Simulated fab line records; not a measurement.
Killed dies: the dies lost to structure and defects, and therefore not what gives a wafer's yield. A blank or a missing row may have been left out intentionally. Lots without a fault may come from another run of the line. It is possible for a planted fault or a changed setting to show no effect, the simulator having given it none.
Matching of chambers -- flow n5 finfet -- 4 sister chambers for N5_BEOL_M14_ETCH_68 on rie diel-06
The step etches SOC in N2/H2, time 450 s. 7 wafers are shown with their chamber, then 8 later ones without.

== EACH WAFER AND ITS CHAMBER ==
wafer,chamber,showerhead plenum p Torr (Torr),throttle valve pct (%)
L078.3,2,2.49,17.58
L084.3,0,2.63,17.98
L084.6,3,2.62,17.86
L085.3,1,2.50,17.40
L085.4,0,2.63,17.99
L085.5,2,2.48,17.62
L087.3,3,2.62,17.86

== WAFERS MISSING THEIR CHAMBER ==
wafer,showerhead plenum p Torr (Torr),throttle valve pct (%)
L087.5,2.48,17.64
L087.6,2.62,17.86
L088.1,2.48,17.63
L088.3,2.62,17.86
L088.4,2.50,17.41
L093.1,2.47,17.66
L093.2,2.49,17.46
L093.4,2.62,18.02

== WHICH CHAMBER EACH ONE RAN IN ==
wafer,from the rows above,in truth
L087.5,2,2
L087.6,3,3
L088.1,2,2
L088.3,3,3
L088.4,1,1
L093.1,2,2
L093.2,1,1
L093.4,0,0
Placed correctly: 8 of 8. Left unplaced by these rows: 0. Placed wrongly: 0.
How it was worked out, from the rows above alone: a wafer's distance from a chamber is the root of the sum, over the readings, of the square of ((its reading less the chamber's mean) divided by the reading's scatter). If the next closest chamber is less than 2 further off than the closest, the wafer can't be placed; otherwise it belongs to the closest. A chamber's mean is the mean of its shown wafers. The scatter is the square root of a quotient: the sum, over the shown wafers, of each reading's squared deviation from its chamber's mean, divided by wafers minus chambers.
